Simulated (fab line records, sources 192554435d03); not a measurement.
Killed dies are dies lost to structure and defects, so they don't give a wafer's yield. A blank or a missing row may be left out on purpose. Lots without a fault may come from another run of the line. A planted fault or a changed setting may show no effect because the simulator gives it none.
A struck lot beside a sound one | flow n5_finfet | 16 steps out of a route of 1938
Sound: wafers L223.1, L223.3, L223.6. Struck: wafer L228.6. (L228.2 of the same lot was not struck and is left out.) The cause comes at the end.
At each step with rows: each side's tool, then ch and its chambers, then its first start. Under that, the readings that differ: sound wafers | struck wafers | difference of the means | sigmas: that difference in standard deviations of wafers without a fault.
alike: readings whose means differ by less than 2 such deviations, and words and numbers that are the same on both sides. not compared: withheld readings, readings that some wafer has no value for, bounds like >300 that may hide the same value, and numbers for which the record gives no deviation and whose values overlap.
The two part at a step that has a row with sigmas, a row that says differs or no value, or rows on one side only. Numbers that don't overlap but have no deviation are shown without sigmas and don't part them. A reading that every wafer of one side lacks parts them only if that side has two wafers or more.

first, 1 step without rows for these wafers: N5_BEOL_M1_DEVELOP_27 (develop time 30 s).
N5_BEOL_M1_CD_MEAS_28: target cd y 23.3 nm.
  sound on cd_sem-02 ch 0, day 6 13:33; struck on cd_sem-01 ch 0, day 7 16:10
  alike: cd_nm
N5_BEOL_M1_OVL_MEAS_29:
  sound on overlay-02 ch 0, day 6 13:35; struck on overlay-01 ch 0, day 7 16:13
  alike: V0_OVL
N5_BEOL_M1_INSPECT_30: inspects for defects (brightfield).
  sound on defect_inspect-02, day 6 13:38; struck on defect_inspect-02, day 7 16:16
  alike: raw_defect_count
then, 1 step without rows for these wafers: N5_BEOL_M1_DESCUM_33 (chemistry O2, time 7 s).
N5_BEOL_M1_ETCH_77: etches underlayer in N2/H2, target depth 6.5 nm, time 5.2 s.
  sound on rie_diel-01 ch 2,3, day 6 13:43; struck on rie_diel-01 ch 3, day 7 16:22
  alike: drypump_motor_current_A, etch_rf_on_time_s, oes_product_au, rf_fwd_power_W, rf_vpp_V, showerhead_plenum_p_Torr, throttle_valve_pct
  not compared: rf_hours_counter_h
N5_BEOL_M1_ETCH_69: etches SiARC in CF4, target depth 15.6 nm, time 26 s.
  sound on rie_diel-01 ch 2,3, day 6 13:44; struck on rie_diel-01 ch 3, day 7 16:22
  reading                | sound             | struck | difference | sigmas
  rf_fwd_power_W (W)     | 532.8 531.4 529.4 | 535.0  | +3.8       | +2
  throttle_valve_pct (%) | 15.35 15.77 15.75 | 15.36  | -0.26      | -2
  alike: drypump_motor_current_A, etch_rf_on_time_s, oes_product_au, rf_vpp_V, showerhead_plenum_p_Torr
  not compared: rf_hours_counter_h
N5_BEOL_M1_ALD_98: deposits SiO2, target thk 2.5 nm, pulse time 1 s, co reactant pulse time 1 s.
  sound on ald_sin-02 ch 0,1, day 6 13:49; struck on ald_sin-02 ch 2, day 7 16:47
  alike: heater_power_w, precursor_pulse_height_rel
N5_BEOL_M1_ETCHBACK_99: etches SiO2 in CHF3, target depth 5 nm, time 10.4 s.
  sound on rie_diel-01 ch 2,3, day 6 15:48; struck on rie_diel-01 ch 3, day 8 09:47
  alike: CHF3_flow_sccm, drypump_motor_current_A, oes_product_au, rf_fwd_power_W, rf_vpp_V, showerhead_plenum_p_Torr, throttle_valve_pct
  not compared: rf_hours_counter_h
N5_BEOL_M1_ETCH_70: etches SOC in N2/H2, target depth 80 nm, overetch 16 nm, time 120 s.
  sound on rie_diel-01 ch 2,3, day 6 15:50; struck on rie_diel-01 ch 3, day 8 09:49
  alike: drypump_motor_current_A, oes_product_au, rf_fwd_power_W, rf_vpp_V, run_length_s, showerhead_plenum_p_Torr, temp_c, throttle_valve_pct
  not compared: rf_hours_counter_h
then, 2 steps without rows for these wafers: N5_BEOL_M1_STRIP_71 (strips in N2/H2); N5_BEOL_M1_STRIP_78 (strips in N2/H2).
N5_BEOL_M1_VIA_ETCH_34: etches the open film in C4F6/O2, target depth 67.8 nm, time 64.4 s.
  sound on rie_diel-01 ch 2,3, day 6 15:56; struck on rie_diel-01 ch 3, day 8 09:55
  reading                                  | sound                | struck | difference | sigmas
  O2_flow_sccm (sccm)                      | 10.015 10.035 10.041 | 9.965  | -0.065     | -2
  run_length_s (s)                         | 87.7 87.6 87.2       | 71.0   | -16.5      | -42
  model.etch.depth_nm (nm)                 | 67.39 68.19 69.31    | 51.24  | -17.06     |
  model.SOC_of_BEOL_M1_COAT_67.thk_nm (nm) | 51.8 52 51.8         | 54     | +2         |
  alike: drypump_motor_current_A, oes_product_au, rf_vpp_V, showerhead_plenum_p_Torr, throttle_valve_pct
  not compared: rf_fwd_power_W, rf_hours_counter_h
then, 1 step without rows for these wafers: N5_BEOL_M1_STRIP_83 (strips in C4F6/O2).
-- the record jumps here: 3 days lie between the struck wafers' starts before and after (it left off in module BEOL_M1 and takes up again in module BEOL_M4, whose first step shown is number 1111 of the route) --
N5_BEOL_M4_RC_MEAS_101:
  sound on prober-01 ch 0, day 9 18:02; struck on prober-01 ch 0, day 11 17:02
  alike: DIBL_N, DIBL_P, IOFF_N, IOFF_P, ION_N, ION_P, SS_N, SS_P, VT_N, VT_P
-- the record jumps here: 4 days lie between the struck wafers' starts before and after (it left off in module BEOL_M4 and takes up again in module PASSIVATION, whose first step shown is number 1936 of the route) --
N5_PASSIVATION_PROBE_49:
  sound on prober-02, day 14 01:40; struck on prober-01, day 15 22:34
  reading         | sound   | struck | difference | sigmas
  killed_at_M4_up | 6 1 10  | 25     | +19        | +4
  killed_at_other | 11 8 14 | 1      | -10        | -3
  alike: defect_limited_yield, killed_at_M0_to_M3, killed_at_contacts, killed_at_front_end, killed_dies, killed_open, killed_short, sort_bin_5_function, sort_bin_6_memory, sort_n_pass, sort_yield_pct

WHERE THEY PART
First at N5_BEOL_M1_ETCH_69; last, within this record, at N5_PASSIVATION_PROBE_49.

WHY: what the simulator had put in
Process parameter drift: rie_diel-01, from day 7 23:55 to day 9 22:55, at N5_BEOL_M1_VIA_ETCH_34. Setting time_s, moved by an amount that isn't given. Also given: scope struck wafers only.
